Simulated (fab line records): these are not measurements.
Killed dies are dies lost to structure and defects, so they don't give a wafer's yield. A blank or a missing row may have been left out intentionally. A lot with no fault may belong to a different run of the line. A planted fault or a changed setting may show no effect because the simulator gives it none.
Lot-split experiment	flow n5 finfet	7 lots, 21 wafers read, on a route of 1938 steps

THE SPLIT ITSELF
At N5_PASSIVATION_PECVD_00 (deposits SiO2 from SiH4/N2O, target thk 200 nm, time 11.2 s), the setting time s was moved away from the recipe's 11.2 s on 7 of the 21 wafers read, by -14.2% to +14.6%. This setting was run at the recipe's value on the other wafers.

Reading taken at the split's own step.

THE READING
SiO2_of_PASSIVATION_PECVD_00.thk nm (the simulator's own value, which no gauge read), in nm, at N5_PASSIVATION_PECVD_00 (deposits SiO2 from SiH4/N2O, target thk 200 nm, time 11.2 s). There is no usual value for it anywhere in the file. Across the 14 wafers here that went through the recipe, the average is 201.6 nm and the standard deviation 2.4 nm.

wafer	tool, chamber at the split	time s as run, s	against the recipe	SiO2_of_PASSIVATION_PECVD_00.thk nm, nm	against lot-mates on the recipe
L075.1	pecvd-03, 2	11.2	recipe	200.8	-
L075.2	pecvd-03, 1	11.2	recipe	202.2	-
L075.4	pecvd-03, 1	11.2	recipe	204.8	-
L078.2	pecvd-03, 0	11.84	+5.7%	207.8	+4.2
L078.5	pecvd-03, 1	11.2	recipe	203.6	-
L078.6	pecvd-03, 2	11.84	+5.7%	216.6	+13.0
L080.2	pecvd-02, 0	11.2	recipe	203.2	-
L080.3	pecvd-02, 2	9.613	-14.2%	171	-32.2
L080.5	pecvd-02, 2	9.613	-14.2%	171.8	-31.4
L079.1	pecvd-01, 2	12.83	+14.6%	229.6	+26.1
L079.3	pecvd-01, 1	11.2	recipe	202.2	-
L079.4	pecvd-01, 1	11.2	recipe	204.8	-
L082.3	pecvd-03, 2	11.2	recipe	196.8	-
L082.4	pecvd-03, 1	11.2	recipe	201	-
L082.5	pecvd-03, 0	11.2	recipe	197.8	-
L088.1	pecvd-01, 2	11.2	recipe	200	-
L088.5	pecvd-01, 1	11.2	recipe	203.8	-
L088.6	pecvd-01, 2	11.2	recipe	199.2	-
L089.1	pecvd-03, 2	12.27	+9.6%	215.6	+14.0
L089.4	pecvd-03, 1	11.2	recipe	201.6	-
L089.6	pecvd-03, 0	12.27	+9.6%	217.6	+16.0

THE FIT
A straight line over all 21 wafers: SiO2_of_PASSIVATION_PECVD_00.thk nm changes by +1.95 nm for each +1% of time s; r = +0.98; the points scatter about the line by 2.8 nm.
The same after taking each lot's own level away (the mean of its wafers on the recipe; 21 wafers): +1.96 nm for each +1%; r = +0.98; scatter 2.6 nm.
On that fit, the largest move of time s shifts the reading by 28 nm.
From 198.53 to 203.60 nm: that is the span of the lots' own levels, equal to 2.1 times the standard deviation above.
Hence the lot-to-lot level has little effect on the slope; both slopes agree.
Check: for one of the wafers moved furthest among these (+14.6%), held out of the fit, the line's prediction against its lot-mates is +27.8 nm. It came out at +26.1 nm against them.

FURTHER SPLITS ON THESE WAFERS
These wafers also went through other splits before the reading. Each is held against what the fit with the lots' levels taken away leaves over:
other split on the same wafers	wafers away from the commonest value	r with SiO2_of_PASSIVATION_PECVD_00.thk nm (lot level and that fit taken away)
N5_BEOL_M11_PECVD_70 temp c	9	-0.23
N5_BEOL_M12_ETCH_59 bias w	6	+0.08
N5_BEOL_M13_COAT_58 spin rpm	6	-0.04
N5_BEOL_M13_COAT_04 spin rpm	8	+0.58
N5_BEOL_M14_COAT_58 spin rpm	3	-0.23
N5_BEOL_M14_DEP_53 time s	8	-0.07
N5_BEOL_M15_SPUTTER_44 power w	8	-0.13

FILE'S OWN FIT
SiO2_of_PASSIVATION_PECVD_00.thk nm changes by +1.91 nm for each +1% of time s, r = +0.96.
